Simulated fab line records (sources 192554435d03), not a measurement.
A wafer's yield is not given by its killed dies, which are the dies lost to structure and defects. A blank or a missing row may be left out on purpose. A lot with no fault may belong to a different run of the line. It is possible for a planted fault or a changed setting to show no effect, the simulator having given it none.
fab line records	flow n5_finfet
record: lots: 6	wafers: 18	last_day: 17
route steps=1938 shown FIN_SAQP@108 PASSIVATION@1936
lots with no fault: from the same line, run without faults
start_h: hours from the record's opening day to when the first of the lot's shown wafers began	wait_h: time in hours since the lot's previous step	" as in the row above	L1.1+2: one row covering several wafers at once	- value missing, or start not given	* or withheld: withheld	< > ~ a bound
route shown NAME@n: NAME is a module with steps in the file, n the number in the route of the first one	usual: mean and standard deviation over wafers with no fault	same: alike in all rows	chamber/n: place in a boat	sites: readings site by site	_std_site: their standard deviation	_edge_site: the outer-site mean with the inner-site mean subtracted	radius_mm: for every site, how far away it sits from the centre of the wafer	mask NAME#n: copy n	behind: tool/chamber where the wafer was last shaped	hold: why the lot went on hold/how many hours it stayed there/how the hold came to an end	device: the n, p or np transistor that did not switch	end of line: the same wafers' tests at the end of the route	for a step that has no rows: nothing shown but its recipe	killed: not the wafer's yield, but the dies lost to structure and defects at the first sort	map: a wafer's dies, x killed, . not, _ none there
set.NAME: the setting that was run; set.NAME@STEP: the one run at that earlier step	model.NAME: the simulator's own value behind a step, which no gauge read
lots at some steps of the route; a table a step, a row a wafer
services: when a tool's chamber went out of use (start_h, in hours from the record's first day, below 0 if earlier), for how many hours, and the reason
== steps ==
step: N5_FIN_SAQP_EXPOSE_13
recipe: mask_id: FIN_CORE	na: 1.35	source_shape: dipole	sigma_inner: 0.538	sigma_outer: 0.738	polarization: te	target_cd_nm: 35.6	dose_mj: 63.25
step: N5_FIN_SAQP_PEB_14
recipe: peb_temp_c: withheld	peb_time_s: 60	resist: CAR-ArF
step: N5_FIN_SAQP_DEVELOP_15
recipe: develop_time_s: 30	developer: TMAH	resist: CAR-ArF	dev_temp_c: 23	rinse_liquid: diw	dry: air_spin
step: N5_FIN_SAQP_CD_MEAS_16
recipe: target_cd_nm: 35.6	landing_energy_ev: 500	detector: se_inlens
usual: cd_nm: 35.61/0.28
lot.wafer	tool	chamber	start_h	wait_h	cd_nm
L451.2	cd_sem-01	0	33.74	-	35.60
L451.3	"	0	"	"	36.10
L451.6	"	0	"	"	35.49
L452.1	cd_sem-03	0	39.33	-	35.98
L452.3	"	0	"	"	35.92
L452.4	"	0	"	"	36.20
L460.2	cd_sem-02	0	88.73	-	35.59
L460.3	"	0	"	"	35.24
L460.4	"	0	"	"	35.58
L461.1	cd_sem-01	0	95.76	-	36.10
L461.3	"	0	"	"	35.68
L461.6	"	0	"	"	35.75
L462.2	cd_sem-02	0	101.69	-	35.46
L462.5	"	0	"	"	36.03
L462.6	"	0	"	"	35.50
L466.1	cd_sem-02	0	124.57	-	35.24
L466.4	"	0	"	"	35.41
L466.5	"	0	"	"	35.52
step: N5_FIN_SAQP_OVL_MEAS_17
recipe: points_per_wafer: 44
usual: FIN_CORE_OVL: 0.1/0.8
lot.wafer	tool	chamber	start_h	wait_h	FIN_CORE_OVL[nm]
L451.2	overlay-01	0	33.77	0.0	-0.7
L451.3	"	0	"	"	-1.9
L451.6	"	0	"	"	-1.3
L452.1	overlay-01	0	39.37	0.0	-1.4
L452.3	"	0	"	"	-1.2
L452.4	"	0	"	"	1.2
L460.2	overlay-01	0	88.77	0.0	1.2
L460.3	"	0	"	"	-0.9
L460.4	"	0	"	"	0.6
L461.1	overlay-01	0	95.80	0.0	0.1
L461.3	"	0	"	"	0.4
L461.6	"	0	"	"	0.4
L462.2	overlay-02	0	101.73	0.0	-1.3
L462.5	"	0	"	"	0.9
L462.6	"	0	"	"	0.7
L466.1	overlay-01	0	124.61	0.0	-0.1
L466.4	"	0	"	"	-0.6
L466.5	"	0	"	"	0.2
step: N5_FIN_SAQP_INSPECT_18
recipe: mode: adi	inspect_instrument: brightfield
usual: raw_defect_count: 439/150
lot.wafer	tool	chamber	start_h	wait_h	raw_defect_count
L451.2	defect_inspect-01	-	33.80	0.0	328
L451.3	"	-	"	"	542
L451.6	"	-	"	"	492
L452.1	defect_inspect-02	-	39.39	0.0	434
L452.3	"	-	"	"	500
L452.4	"	-	"	"	297
L460.2	defect_inspect-01	-	88.79	0.0	368
L460.3	"	-	"	"	287
L460.4	"	-	"	"	318
L461.1	defect_inspect-02	-	95.82	0.0	395
L461.3	"	-	"	"	401
L461.6	"	-	"	"	354
L462.2	defect_inspect-02	-	101.76	0.0	409
L462.5	"	-	"	"	641
L462.6	"	-	"	"	848
L466.1	defect_inspect-01	-	124.64	0.0	333
L466.4	"	-	"	"	367
L466.5	"	-	"	"	331
step: N5_FIN_SAQP_DESCUM_21
recipe: chemistry: O2	time_s: 7.9	source_power_w: 50	bias_power_w: 20	pressure_mtorr: 20	rf_frequency_hz: 2.712e+07	temp_c: 40	resist: CAR-ArF	o2_flow_sccm: 225
step: N5_FIN_SAQP_ETCH_51
recipe: chemistry: CF4	target: SiARC	target_depth_a: 455	mask_material: CAR-ArF	time_s: 75.8	ion_energy_ev: 80	pressure_mtorr: 40	source_w: 545	bias_w: 36	Ar_flow_sccm: 100	cf4_flow_sccm: 100	ends: cleared
usual: cf4_flow_sccm: 100.02/0.28	drypump_motor_current_A: 5.6/0.3	etch_rf_on_time_s: 76.6/1.2	oes_product_au: 0.67/0.077	rf_fwd_power_W: 540.6/2.3	rf_vpp_V: 183.9/1.3	showerhead_plenum_p_Torr: 2.13/0.08	throttle_valve_pct: 15.67/0.22
lot.wafer	tool	chamber	start_h	wait_h	cf4_flow_sccm	drypump_motor_current_A	etch_rf_on_time_s	oes_product_au	rf_fwd_power_W	rf_hours_counter_h	rf_vpp_V	showerhead_plenum_p_Torr	throttle_valve_pct
L451.2	rie_diel-03	1	33.90	0.0	99.82	6.0	78.7	0.58	537.5	249	183.2	2.03	15.99
L451.3	"	0	"	"	99.95	5.3	77.4	0.57	541.9	227	182.7	2.04	15.76
L451.6	"	1	"	"	99.83	6.0	78.3	0.58	536.7	-	182.6	2.03	15.98
L452.1	rie_diel-03	3	39.46	0.0	99.78	5.8	77.6	0.62	540.8	166	184.7	2.06	15.71
L452.3	"	2	"	"	100.14	5.5	76.4	0.62	540.4	174	184.4	2.23	16.02
L452.4	"	3	"	"	100.11	5.8	77.4	0.63	539.8	-	183.8	2.06	15.71
L460.2	rie_diel-03	1	88.86	0.0	100.43	6.0	78.1	0.81	536.4	6	187.3	2.29	15.53
L460.3	"	0	"	"	99.73	5.3	77.9	0.56	540.7	249	182.8	2.03	15.79
L460.4	"	3	"	"	100.53	5.7	78.9	0.61	538.3	184	182.3	2.05	15.75
L461.1	rie_diel-01	2	95.89	0.0	100.42	5.9	77.8	0.64	538.8	158	185.6	2.14	15.78
L461.3	"	3	"	"	100.03	5.5	75.3	0.74	540.5	52	184.2	2.08	15.55
L461.6	"	3	"	"	100.31	5.5	75.8	0.73	540.8	-	181.4	2.08	15.56
L462.2	rie_diel-05	3	101.83	0.0	100.22	5.6	76.4	0.82	541.9	9	185.9	2.29	15.36
L462.5	"	2	"	"	99.90	4.9	74.2	0.85	542.2	-	184.7	2.19	15.07
L462.6	"	3	"	"	100.27	5.5	75.2	0.82	543.5	-	185.8	2.29	15.37
L466.1	rie_diel-01	2	124.70	0.0	100.41	5.9	78.5	0.62	538.7	169	184.6	2.14	15.81
L466.4	"	1	"	"	100.01	6.0	76.4	0.66	540.2	118	183.2	2.06	15.57
L466.5	"	2	"	"	99.88	5.9	78.3	0.63	539.2	-	184.0	2.14	15.84
step: N5_FIN_SAQP_ETCH_52
recipe: chemistry: N2/H2	target: SOC	target_depth_a: 1000	overetch_a: 200	mask_material: SiARC	temp_c: 40	time_s: 150	ion_energy_ev: 200	pressure_mtorr: 30	source_w: 840	bias_w: 150	n2_flow_sccm: 200	h2_flow_sccm: 200	ends: end_point
usual: drypump_motor_current_A: 5.6/0.3	oes_product_au: 0.70/0.079	rf_fwd_power_W: 837/3	rf_vpp_V: 523.3/2.9	showerhead_plenum_p_Torr: 2.53/0.098	throttle_valve_pct: 17.89/0.22
lot.wafer	tool	chamber	start_h	wait_h	drypump_motor_current_A	oes_product_au	rf_fwd_power_W	rf_hours_counter_h	rf_vpp_V	showerhead_plenum_p_Torr	throttle_valve_pct
L451.2	rie_diel-03	1	33.95	0.0	6.0	0.61	832	249	520.2	2.40	18.26
L451.3	"	0	"	"	5.3	0.61	838	227	519.5	2.40	17.96
L451.6	"	1	"	"	6.0	0.61	831	-	519.2	2.40	18.26
L452.1	rie_diel-03	3	39.52	0.0	5.8	0.67	836	166	521.2	2.44	18.00
L452.3	"	2	"	"	5.5	0.66	839	174	526.0	2.65	18.21
L452.4	"	3	"	"	5.8	0.67	835	-	521.0	2.44	18.00
L460.2	rie_diel-03	1	88.92	0.0	6.0	0.88	834	6	527.9	2.71	17.88
L460.3	"	0	"	"	5.3	0.60	838	249	519.7	2.39	17.98
L460.4	"	3	"	"	5.8	0.65	835	184	520.6	2.43	18.01
L461.1	rie_diel-01	2	95.95	0.0	5.9	0.67	837	158	523.0	2.54	18.01
L461.3	"	3	"	"	5.5	0.77	840	52	521.4	2.47	17.75
L461.6	"	3	"	"	5.5	0.76	841	-	521.9	2.47	17.75
L462.2	rie_diel-05	3	101.89	0.0	5.5	0.85	834	9	530.2	2.71	17.50
L462.5	"	2	"	"	4.9	0.89	842	-	525.9	2.61	17.38
L462.6	"	3	"	"	5.5	0.86	837	-	527.2	2.71	17.53
L466.1	rie_diel-01	2	124.76	0.0	6.0	0.67	840	169	522.2	2.53	18.03
L466.4	"	1	"	"	6.0	0.70	840	118	521.1	2.46	17.78
L466.5	"	2	"	"	5.9	0.66	839	-	524.4	2.53	18.04
step: N5_FIN_SAQP_STRIP_53
recipe: chemistry: N2/H2	temp_c: 40	n2_flow_sccm: 200	h2_flow_sccm: 200	rf_frequency_hz: 6e+07
step: N5_FIN_SAQP_HM_OPEN_73
recipe: chemistry: CHF3/O2	target: SiO2	stop_on: a-Si	target_depth_a: 120	over_etch_frac: 1.8	mask_material: SOC	time_s: 16.8	pressure_mtorr: 30	source_w: 650	bias_w: 170	Ar_flow_sccm: 200	CHF3_flow_sccm: 50	O2_flow_sccm: 5	ion_energy_ev: 200	ends: end_point
step: N5_FIN_SAQP_STRIP_74
recipe: chemistry: CHF3/O2	resist: SiARC	rf_frequency_hz: 6e+07
step: N5_FIN_SAQP_MANDREL_ETCH_22
recipe: target_depth_a: 600	chemistry: HBr/Cl2	target: a-Si	stop_on: SiNx	bt_time_s: 10	over_etch_frac: 0.5	time_s: 30	pressure_mtorr: 10	icp_w: 800	bias_w: 75	HBr_flow_sccm: 150	Cl2_flow_sccm: 80	ends: end_point
usual: drypump_motor_current_A: 5.7/0.44	oes_product_au: 0.773/0.0092	rf_fwd_power_W: 795.2/2.7	throttle_valve_pct: 35.33/0.29
lot.wafer	tool	chamber	start_h	wait_h	drypump_motor_current_A	oes_product_au	rf_fwd_power_W	rf_hours_counter_h	throttle_valve_pct	model.SOC_of_FIN_SAQP_COAT_49.thk_nm	model.SiNx_of_FIN_SAQP_PECVD_48.thk_nm
L451.2	rie_si-01	3	34.15	0.0	4.7	0.779	794.8	54	35.16	75.02	24.95
L451.3	"	1	"	"	5.9	0.763	795.2	45	35.62	75.56	25.08
L451.6	"	3	"	"	4.7	0.785	792.4	-	35.16	74.75	25.37
L452.1	rie_si-04	1	39.71	0.0	5.9	0.768	797.3	129	35.65	76.02	24.66
L452.3	"	2	"	"	5.9	0.790	796.2	3	35.62	76.22	24.64
L452.4	"	1	"	"	5.8	0.785	796.2	-	35.62	76.35	24.76
L460.2	rie_si-01	0	89.11	0.0	5.7	0.755	795.1	33	35.14	76.41	24.94
L460.3	"	2	"	"	6.3	0.773	797.1	124	35.66	76.18	25.01
L460.4	"	1	"	"	5.9	0.772	987.0	46	35.60	74.55	23.89
L461.1	rie_si-01	0	96.14	0.0	5.7	0.762	796.5	34	35.14	75.56	24.26
L461.3	"	1	"	"	5.9	0.771	985.3	46	35.61	74.27	23.5
L461.6	"	3	"	"	4.7	0.781	793.0	-	35.17	76.33	25.04
L462.2	rie_si-03	0	102.08	0.0	6.0	0.774	792.0	3	34.71	76.66	24.55
L462.5	"	2	"	"	5.8	0.770	799.8	-	35.12	75.87	24.84
L462.6	"	1	"	"	5.7	0.772	791.1	-	35.30	75.94	25.05
L466.1	rie_si-03	2	124.95	0.0	5.8	0.777	797.6	132	35.12	76.47	24.49
L466.4	"	0	"	"	6.0	0.791	793.1	4	34.68	76.46	25.19
L466.5	"	0	"	"	6.0	0.782	793.5	-	34.68	76.69	25.43
step: N5_FIN_SAQP_STRIP_55
recipe: chemistry: N2/H2	power_w: 500	temp_c: 40	pressure_mtorr: 50	rf_frequency_hz: 6e+07	overash_fraction: 0.3	bias_power_w: 28	h2_frac: 0.5	n2_flow_sccm: 300	h2_flow_sccm: 300
step: N5_FIN_SAQP_STRIP_23
recipe: chemistry: SPM	time_s: 750	temp_c: 130	h2so4_h2o2_vol_ratio: 4
step: N5_FIN_SAQP_SRD_66
recipe: dry: ipa_marangoni	time_s: 30	temp_c: 23	rinse_liquid: diw
step: N5_FIN_SAQP_RECESS_75
recipe: chemistry: HF/NH3	target: SiO2	target_depth_a: 144	afs_cycles: 3	temp_c: 30	sublimation_temp_c: 180	sublimation_time_s: 60
usual: drypump_motor_current_A: 5.70/0.22
lot.wafer	tool	chamber	start_h	wait_h	drypump_motor_current_A
L451.2	vapor_etch-02	0	34.65	0.0	5.93
L451.3	"	0	"	"	5.96
L451.6	"	0	"	"	5.98
L452.1	vapor_etch-02	1	40.14	0.0	5.81
L452.3	"	1	"	"	5.82
L452.4	"	0	"	"	5.94
L460.2	vapor_etch-01	1	89.59	0.1	5.50
L460.3	"	0	"	"	5.42
L460.4	"	1	"	"	5.48
L461.1	vapor_etch-01	1	96.56	0.0	5.51
L461.3	"	1	"	"	5.55
L461.6	"	1	"	"	5.52
L462.2	vapor_etch-02	0	102.62	0.0	5.97
L462.5	"	1	"	"	5.84
L462.6	"	0	"	"	5.96
L466.1	vapor_etch-02	0	125.64	0.0	5.96
L466.4	"	1	"	"	5.82
L466.5	"	0	"	"	5.98
step: N5_FIN_SAQP_SPACER1_ALD_24
recipe: material: SiO2	target_thk_a: 203	temp_c: 300	ald_precursor_family: BDEAS	ald_co_reactant: O2-plasma	pulse_time_s: 1	purge_time_s: 2	co_reactant_purge_time_s: 2	ald_cycles: 218	pressure_torr: 2
usual: heater_power_w: 480/68	precursor_pulse_height_rel: 1.002/0.018
lot.wafer	tool	chamber	start_h	wait_h	heater_power_w	precursor_pulse_height_rel
L451.2	ald_sin-04	1	35.16	0.4	571	0.995
L451.3	"	0	"	"	444	1.007
L451.6	"	2	"	"	553	0.980
L452.1	ald_sin-03	3	40.52	0.3	399	1.021
L452.3	"	1	"	"	493	1.023
L452.4	"	0	"	"	432	0.999
L460.2	ald_sin-04	0	89.97	0.3	440	0.999
L460.3	"	3	"	"	411	1.044
L460.4	"	1	"	"	587	1.006
L461.1	ald_sin-04	0	97.15	0.5	444	1.007
L461.3	"	3	"	"	416	0.956
L461.6	"	0	"	"	458	1.014
L462.2	ald_sin-04	1	103.00	0.3	553	1.009
L462.5	"	2	"	"	556	1.004
L462.6	"	1	"	"	579	1.009
L466.1	ald_sin-04	2	126.02	0.3	559	0.983
L466.4	"	0	"	"	439	0.979
L466.5	"	2	"	"	547	0.976
step: N5_FIN_SAQP_SPACER1_ETCHBACK_25
recipe: chemistry: CHF3/O2	mode: anisotropic_etchback	target: SiO2	target_depth_a: 244	time_s: 12.2	pressure_mtorr: 30	source_w: 650	bias_w: 170	Ar_flow_sccm: 200	CHF3_flow_sccm: 50	O2_flow_sccm: 5	ion_energy_ev: 200
step: N5_FIN_SAQP_MANDREL1_REMOVE_56
recipe: chemistry: HBr/Cl2/O2	bt_time_s: 10	target: a-Si	stop_on: SiNx	endpoint: OES-SiCl	over_etch_frac: 1	icp_w: 600	bias_w: 22	HBr_flow_sccm: 150	Cl2_flow_sccm: 80	O2_flow_sccm: 5	pressure_mtorr: 10
step: N5_FIN_SAQP_CD_MEAS_27
recipe: target_cd_nm: 20	landing_energy_ev: 1000	detector: se_inlens	polarity: line
usual: cd_nm: 20.28/0.24
lot.wafer	tool	chamber	start_h	wait_h	cd_nm
L451.2	cd_sem-01	0	36.13	0.1	20.35
L451.3	"	0	"	"	20.34
L451.6	"	0	"	"	20.54
L452.1	cd_sem-01	0	41.50	0.1	20.22
L452.3	"	0	"	"	20.16
L452.4	"	0	"	"	20.45
L460.2	cd_sem-02	0	90.89	0.1	20.68
L460.3	"	0	"	"	20.77
L460.4	"	0	"	"	19.99
L461.1	cd_sem-02	0	98.07	0.1	20.54
L461.3	"	0	"	"	20.29
L461.6	"	0	"	"	19.87
L462.2	cd_sem-01	0	103.97	0.1	20.63
L462.5	"	0	"	"	20.41
L462.6	"	0	"	"	19.93
L466.1	cd_sem-01	0	126.94	0.1	20.55
L466.4	"	0	"	"	20.40
L466.5	"	0	"	"	20.40
step: N5_FIN_SAQP_ETCH_57
recipe: chemistry: CH3F/O2	target: SiNx	mask_material: SiO2	target_depth_a: 325	time_s: 46.4	pressure_mtorr: 30	source_w: 395	bias_w: 73	Ar_flow_sccm: 150	CH3F_flow_sccm: 30	O2_flow_sccm: 20	ion_energy_ev: 120	ends: cleared
usual: drypump_motor_current_A: 5.6/0.31	etch_rf_on_time_s: 46.4/0.8	oes_product_au: 0.68/0.08	rf_fwd_power_W: 389.7/2.3	rf_vpp_V: 297.2/2.7	showerhead_plenum_p_Torr: 1.99/0.079	throttle_valve_pct: 16.36/0.23
lot.wafer	tool	chamber	start_h	wait_h	drypump_motor_current_A	etch_rf_on_time_s	oes_product_au	rf_fwd_power_W	rf_hours_counter_h	rf_vpp_V	showerhead_plenum_p_Torr	throttle_valve_pct	model.etch.depth_nm
L451.2	rie_diel-03	0	36.17	0.0	5.3	46.6	0.58	391.7	229	293.3	1.90	16.51	24.95
L451.3	"	2	"	"	5.5	46.4	0.62	391.0	172	300.6	2.08	16.76	25.08
L451.6	"	2	"	"	5.5	46.9	0.63	390.5	-	301.1	2.08	16.76	25.37
L452.1	rie_diel-03	0	41.55	0.0	5.3	46.4	0.57	391.6	232	292.2	1.90	16.52	24.66
L452.3	"	3	"	"	5.7	46.3	0.63	385.7	167	296.3	1.91	16.43	24.64
L452.4	"	2	"	"	5.5	45.4	0.62	390.1	-	300.9	2.08	16.78	24.76
L460.2	rie_diel-05	3	91.16	0.3	5.5	46.1	0.83	391.0	4	295.7	2.14	16.09	24.94
L460.3	"	1	"	"	5.8	46.8	0.61	391.7	234	300.7	1.97	16.49	25.01
L460.4	"	0	"	"	5.6	44.8	0.65	385.1	-	296.9	2.00	16.37	23.89
L461.1	rie_diel-03	2	98.12	0.0	5.5	44.8	0.60	390.8	196	300.1	2.07	16.81	24.26
L461.3	"	3	"	"	5.7	43.8	0.62	387.5	189	294.5	1.91	16.46	23.5
L461.6	"	1	"	"	6.0	46.4	0.82	386.9	-	303.1	2.14	16.29	25.04
L462.2	rie_diel-05	2	104.06	0.1	4.9	45.5	0.83	389.5	4	294.7	2.04	15.78	24.55
L462.5	"	0	"	"	5.5	45.9	0.65	387.0	-	295.9	2.00	16.38	24.84
L462.6	"	3	"	"	5.6	45.9	0.82	391.3	-	295.7	2.14	16.11	25.05
L466.1	rie_diel-01	2	126.99	0.0	5.9	46.8	0.63	389.6	170	297.7	1.99	16.49	24.49
L466.4	"	1	"	"	6.0	47.6	0.66	390.7	118	297.0	1.92	16.27	25.19
L466.5	"	0	"	"	5.7	48.3	0.67	388.7	-	299.1	1.94	16.36	25.43
step: N5_FIN_SAQP_ETCH_65
recipe: chemistry: CF4	target: SiO2	target_depth_a: 40	ion_energy_ev: 350	time_s: 4.4	pressure_mtorr: 10	icp_w: 800	bias_w: 400	cf4_flow_sccm: 80
usual: cf4_flow_sccm: 80.00/0.25	drypump_motor_current_A: 5.8/0.37	oes_product_au: 1.009/0.01	rf_fwd_power_W: 789/4.2	throttle_valve_pct: 21.75/0.22
lot.wafer	tool	chamber	start_h	wait_h	cf4_flow_sccm	drypump_motor_current_A	oes_product_au	rf_fwd_power_W	rf_hours_counter_h	throttle_valve_pct
L451.2	rie_si-04	0	36.28	0.1	80.40	6.3	1.005	783	126	21.91
L451.3	"	3	"	"	79.98	5.9	0.994	790	35	21.57
L451.6	"	2	"	"	79.96	5.9	1.021	793	-	21.89
L452.1	rie_si-01	2	41.66	0.1	80.21	6.3	1.008	788	123	21.91
L452.3	"	0	"	"	79.70	5.7	1.005	798	32	21.67
L452.4	"	1	"	"	80.30	5.9	1.001	786	46	21.96
L460.2	rie_si-01	0	91.27	0.1	79.79	5.7	0.992	795	33	21.66
L460.3	"	1	"	"	79.83	5.8	0.998	784	46	21.95
L460.4	"	3	"	"	80.03	4.8	1.006	789	55	21.66
L461.1	rie_si-04	1	98.23	0.1	80.18	5.8	1.000	791	130	22.04
L461.3	"	2	"	"	79.77	5.9	1.012	796	4	21.89
L461.6	"	1	"	"	79.97	5.9	1.011	796	-	22.04
L462.2	rie_si-04	2	104.17	0.1	79.96	5.9	1.021	793	5	21.89
L462.5	"	0	"	"	79.99	6.3	1.006	786	-	21.92
L462.6	"	3	"	"	80.24	5.9	1.007	791	-	21.55
L466.1	rie_si-03	2	127.09	0.1	80.39	5.9	1.026	791	132	21.55
L466.4	"	0	"	"	79.95	6.0	1.016	789	4	21.29
L466.5	"	3	"	"	80.13	5.6	1.006	785	-	21.90
step: N5_PASSIVATION_PROBE_49
usual: killed_at_M0_to_M3: 34/9.9	killed_at_M4_up: 14/5.7	killed_at_contacts: 13/6.3	killed_at_front_end: 39/9.9	killed_at_other: 3.7/2.8	killed_dies: 104/15	killed_open: 68/12	killed_short: 34/6.7
same: gross_dies: 1180	killed_at_back_side: 0
lot.wafer	tool	chamber	start_h	wait_h	killed_at_M0_to_M3	killed_at_M4_up	killed_at_contacts	killed_at_front_end	killed_at_other	killed_dies	killed_open	killed_short
L451.2	prober-02	-	303.65	0.1	33	13	4	48	6	104	68	35
L451.3	prober-02	-	303.70	0.2	29	17	5	50	3	104	66	36
L451.6	prober-02	-	303.85	0.3	19	14	9	37	4	83	61	22
L461.1	prober-01	-	381.48	0.0	17	16	12	42	6	93	58	33
L462.2	prober-02	-	382.15	0.1	36	13	18	36	2	105	67	38
L462.5	prober-02	-	382.30	0.2	16	9	15	55	6	101	69	28
L460.2	prober-02	-	384.63	0.1	56	12	16	38	0	122	89	31
L460.3	prober-02	-	384.68	0.1	51	14	2	40	0	107	65	41
L460.4	prober-02	-	384.73	0.2	69	8	13	46	2	138	95	41
L466.1	prober-01	-	416.69	0.0	39	9	18	41	2	109	64	44
L466.4	prober-01	-	416.84	0.2	19	19	14	37	6	95	60	31
L466.5	prober-01	-	416.89	0.2	29	24	7	40	4	104	79	24
killed by level:class
L451.2 STI_FIN_REVEAL:geometric_particle:open=14 BEOL_M2:geometric_particle:open=9 FIN_SAQP:geometric_particle:open=8 GATE_CUT:geometric_particle:short=7 FIN_SAQP:geometric_particle:short=6 BEOL_M0_SAQP:geometric_particle:open=5 BEOL_M3:geometric_particle:open=5 BEOL_M0_SAQP:geometric_particle:short=4
L451.3 FIN_SAQP:geometric_particle:open=8 FIN_SAQP:geometric_particle:short=8 GATE_CUT:geometric_particle:open=8 BEOL_M3:geometric_particle:open=8 GATE_CUT:geometric_particle:short=7 BEOL_M0_SAQP:geometric_particle:open=7 STI_FIN_REVEAL:geometric_particle:open=6 BEOL_M4:geometric_particle:open=6
L451.6 BEOL_M4:geometric_particle:open=9 STI_FIN_REVEAL:geometric_particle:open=8 MOL_CONTACT_COAG:geometric_particle:open=8 FIN_SAQP:geometric_particle:open=7 BEOL_M0_SAQP:geometric_particle:open=7 GATE_CUT:geometric_particle:open=6 FIN_SAQP:geometric_particle:short=5 BEOL_M0_SAQP:geometric_particle:short=4
L461.1 BEOL_M4:geometric_particle:open=9 MOL_CONTACT_COAG:geometric_particle:open=8 STARTING-WAFER:geometric_particle:open=7 FIN_SAQP:geometric_particle:short=6 FIN_SAQP:geometric_particle:open=5 SPACER0:geometric_particle:short=5 ILD0:geometric_particle:short=5 BEOL_M1:geometric_particle:open=5
L462.2 STI_FIN_REVEAL:geometric_particle:open=15 MOL_CONTACT_COAG:geometric_particle:open=13 BEOL_M3:geometric_particle:open=8 BEOL_M1:geometric_particle:open=7 BEOL_M0_SAQP:geometric_particle:short=6 MOL_CONTACT_COAG:geometric_particle:short=5 BEOL_M1:geometric_particle:short=5 GATE_CUT:geometric_particle:short=4
L462.5 STI_FIN_REVEAL:geometric_particle:open=18 MOL_CONTACT_COAG:geometric_particle:open=13 FIN_SAQP:geometric_particle:short=7 BEOL_M3:geometric_particle:open=7 FIN_SAQP:geometric_particle:open=6 STI_FIN_REVEAL:geometric_particle:short=4 GATE_CUT:geometric_particle:open=4 ILD0:geometric_particle:short=3
L460.2 BEOL_M2:geometric_particle:open=20 MOL_CONTACT_COAG:geometric_particle:open=14 STI_FIN_REVEAL:geometric_particle:open=11 BEOL_M3:geometric_particle:open=10 BEOL_M0:geometric_particle:open=9 FIN_SAQP:geometric_particle:short=7 FIN_SAQP:geometric_particle:open=6 BEOL_M0_SAQP:geometric_particle:short=6
L460.3 BEOL_M2:geometric_particle:open=15 FIN_SAQP:geometric_particle:open=10 STI_FIN_REVEAL:geometric_particle:open=7 BEOL_M3:geometric_particle:open=7 BEOL_M3:geometric_particle:short=7 GATE_CUT:geometric_particle:short=5 FIN_SAQP:geometric_particle:short=4 BEOL_M0_SAQP:geometric_particle:short=4
L460.4 BEOL_M3:geometric_particle:open=24 STI_FIN_REVEAL:geometric_particle:open=19 BEOL_M2:geometric_particle:open=10 BEOL_M0:geometric_particle:open=9 MOL_CONTACT_COAG:geometric_particle:open=8 BEOL_M3:geometric_particle:short=7 FIN_SAQP:geometric_particle:open=6 BEOL_M0_SAQP:geometric_particle:short=6
L466.1 FIN_SAQP:geometric_particle:short=13 MOL_CONTACT_COAG:geometric_particle:open=13 BEOL_M0_SAQP:geometric_particle:short=11 FIN_SAQP:geometric_particle:open=9 BEOL_M0_SAQP:geometric_particle:open=9 BEOL_M2:geometric_particle:open=6 MOL_CONTACT_COAG:geometric_particle:short=4 BEOL_M3:geometric_particle:open=4
L466.4 MOL_CONTACT_COAG:geometric_particle:open=12 FIN_SAQP:geometric_particle:short=8 BEOL_M4:geometric_particle:open=8 FIN_SAQP:geometric_particle:open=7 STI_FIN_REVEAL:geometric_particle:open=7 BEOL_M3:geometric_particle:open=6 STARTING-WAFER:geometric_particle:short=5 BEOL_M1:geometric_particle:open=4
L466.5 FIN_SAQP:geometric_particle:open=11 BEOL_M4:geometric_particle:open=8 GATE_CUT:geometric_particle:open=7 BEOL_M0_SAQP:geometric_particle:open=7 BEOL_M2:geometric_particle:open=7 GATE_CUT:geometric_particle:short=6 BEOL_M0_SAQP:geometric_particle:short=6 BEOL_M7:geometric_particle:open=5
== services ==
tool	chamber	start_h	hours	kind
ald_sin-03	3	26.27	5.5	repair
rie_diel-01	2	27.30	12.7	repair
rie_diel-03	1	36.13	-	clean
rie_diel-03	1	36.13	-	consumable_replace:focus_ring
rie_diel-03	1	36.13	-	consumable_replace:showerhead
rie_diel-03	1	36.13	23.5	scheduled_down
rie_diel-03	1	36.13	23.5	vent_cycle
rie_diel-05	3	36.17	4.6	repair
rie_si-03	2	38.66	2.1	repair
rie_diel-01	0	38.78	9.7	repair
rie_si-04	3	38.88	6.3	repair
rie_diel-05	0	50.46	10.7	repair
ald_sin-03	3	53.96	2.6	repair
rie_si-04	3	56.81	10.1	repair
rie_diel-03	1	64.50	6.7	repair
rie_diel-05	-	81.03	0.2	repair
rie_si-01	1	84.41	2.6	repair
rie_diel-01	-	89.84	2.8	pm
rie_diel-03	0	91.82	-	clean
rie_diel-03	0	91.82	-	consumable_replace:focus_ring
rie_diel-03	0	91.82	-	consumable_replace:showerhead
rie_si-03	-	98.37	2.8	pm
ald_sin-04	3	100.14	9.7	repair
rie_diel-03	0	107.33	15.4	repair
== key ==
first_sign: step: N5_FIN_SAQP_MANDREL_ETCH_22	reading: rf_fwd_power_W	direction: up	sigmas: 71	usual: *	struck: *
effect: step: N5_FIN_SAQP_ETCH_57	reading: etch_rf_on_time_s	direction: down	sigmas: 2.7	usual: *	struck: *
model_effect: step: N5_FIN_SAQP_MANDREL_ETCH_22	value: SOC_of_FIN_SAQP_COAT_49.thk_nm	without: 76.6	struck: 74.41
model_effect: step: N5_FIN_SAQP_ETCH_57	value: etch.depth_nm	without: 24.97	struck: 23.69
met_at N5_FIN_SAQP_MANDREL_ETCH_22
struck_wafers L460.4,L461.3
tester_left_out L460,L461
onset_between 34.15 89.11
fault: kind: process_parameter_drift	tool: rie_si-01	chamber: 1	onset_h: 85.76	steps: N5_FIN_SAQP_MANDREL_ETCH_22	channel: icp_w	offset: 192	shape: step	end_h: 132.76	acts_in: these_recipes_only	stated: 800
tester_left_out: of these lots the tester's yield and bins aren't shown, on N5 and GAA mostly nor the transistor test; their killed dies are dies lost to structure and defects alone, not to doping, threshold or leakage, so they don't give the yield
